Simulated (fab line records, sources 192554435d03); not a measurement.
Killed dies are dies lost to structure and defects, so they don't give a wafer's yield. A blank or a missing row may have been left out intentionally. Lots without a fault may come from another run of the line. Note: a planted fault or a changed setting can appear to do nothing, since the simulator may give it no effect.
The tool behind it: which one? ; flow n5Finfet ; Sampling: 11 lots, 33 wafers, 2 of 1938 route steps

== WHAT EACH GAUGE READ, for each wafer ==
N5_MOL_CONTACT_COAG_OVL_MEAS_41. Usual: VD_OVL typically reads 0.4 nm, with standard deviation 0.6.
lot;measured;on;VD_OVL (nm);flag
L794;day 6 10:07;overlay-01;0.9 0.3 1.1;
L795;day 6 13:10;overlay-02;-1.0 0.5 0.1;
L796;day 6 22:14;overlay-02;0.4 0.6 2.0;
L797;day 7 05:59;overlay-01;0.0 0.9 0.9;
L798;day 7 13:52;overlay-01;1.7 0.4 1.2;
L800;day 7 22:24;overlay-02;-0.5 0.2 0.0;
L801;day 8 01:38;overlay-02;0.1 0.3 0.0;
L803;day 8 20:15;overlay-02;-0.7 1.0 -0.4;
L807;day 9 16:49;overlay-02;-0.3 0.7 0.0;
L808;day 9 20:41;overlay-02;0.7 -0.6 0.0;
L809;day 10 04:19;overlay-01;0.1 -0.2 0.0;

== EACH LOT AND THE TOOL THAT RAN IT (in order: tool; ch and the chambers of the sampled wafers; start) ==
lot;N5_MOL_CONTACT_COAG_VIA_ETCH_46
L794;rieDiel-05 ch 0,2,3, day 6 09:18
L795;rieDiel-05 ch 0,2, day 6 12:28
L796;rieDiel-04 ch 2,3, day 6 21:32
L797;rieDiel-04 ch 0,1,2, day 7 05:17
L798;rieDiel-03 ch 0,1,2, day 7 13:10
L800;rieDiel-04 ch 0,2,3, day 7 21:35
L801;rieDiel-05 ch 1,3, day 8 00:56
L803;rieDiel-04 ch 0,2,3, day 8 19:25
L807;rieDiel-05 ch 0,1,2, day 9 16:01
L808;rieDiel-04 ch 0,2,3, day 9 19:52
L809;rieDiel-05 ch 1,2,3, day 10 03:38
- N5_MOL_CONTACT_COAG_VIA_ETCH_46: etches SiO2 in C4F6/O2, target depth 46 nm, overetch 9.2 nm, time 40 s.

== WHAT THE TOOLS THEMSELVES READ (means of the sampled wafers that have a number; where no wafer has one, the mark that the record gives instead) ==
N5_MOL_CONTACT_COAG_VIA_ETCH_46. Usual: biasW 454.9 W, standard deviation 1.2; drypumpMotorCurrentA 5.9 A, standard deviation 0.35; oesProductAu 0.69 a.u., standard deviation 0.061; rfVppV 1592 V, standard deviation 19; showerheadPlenumPTorr 2.88 Torr, standard deviation 0.079; throttleValvePct 40.87 %, standard deviation 0.21.
lot;tool;biasW (W);drypumpMotorCurrentA (A);oesProductAu (a.u.);rfVppV (V);showerheadPlenumPTorr (Torr);throttleValvePct (%);flag
L794;rieDiel-05;453.9;5.6;0.79;1587;2.90;40.78;
L795;rieDiel-05;453.9;5.6;0.79;1596;2.98;40.68;
L796;rieDiel-04;454.9;6.2;0.68;1586;2.83;41.09;
L797;rieDiel-04;454.6;6.3;0.64;1592;2.89;40.94;
L798;rieDiel-03;454.9;5.6;0.70;1591;2.88;40.67;
L800;rieDiel-04;455.5;6.2;0.67;1593;2.85;41.03;
L801;rieDiel-05;453.7;5.6;0.68;1597;2.88;40.88;
L803;rieDiel-04;453.7;6.2;0.66;1594;2.85;41.04;
L807;rieDiel-05;454.9;5.6;0.70;1605;2.94;40.73;
L808;rieDiel-04;455.2;6.2;0.65;1593;2.85;41.05;
L809;rieDiel-05;453.7;5.6;0.70;1598;2.85;40.82;

== THE ANSWER, worked out from the rows above alone ==
Rule: take the mean of a lot's wafers that have a number; if it is more than 3 standard deviations from the usual mean, the lot is off. Also off: a lot with no number at a reading for which 4 or more lots have one. The other lots that the step has rows for count as sound. The gauges are gone through in route order, then the tools' own readings, and for those a lot's mean is taken as printed above. At the first step where some lot is off, the reading lying furthest off is the one used; lots without a number count as furthest.
No lot is off at any reading shown: from this, nothing can be told.

== WHAT THE SIMULATOR PUT IN ==
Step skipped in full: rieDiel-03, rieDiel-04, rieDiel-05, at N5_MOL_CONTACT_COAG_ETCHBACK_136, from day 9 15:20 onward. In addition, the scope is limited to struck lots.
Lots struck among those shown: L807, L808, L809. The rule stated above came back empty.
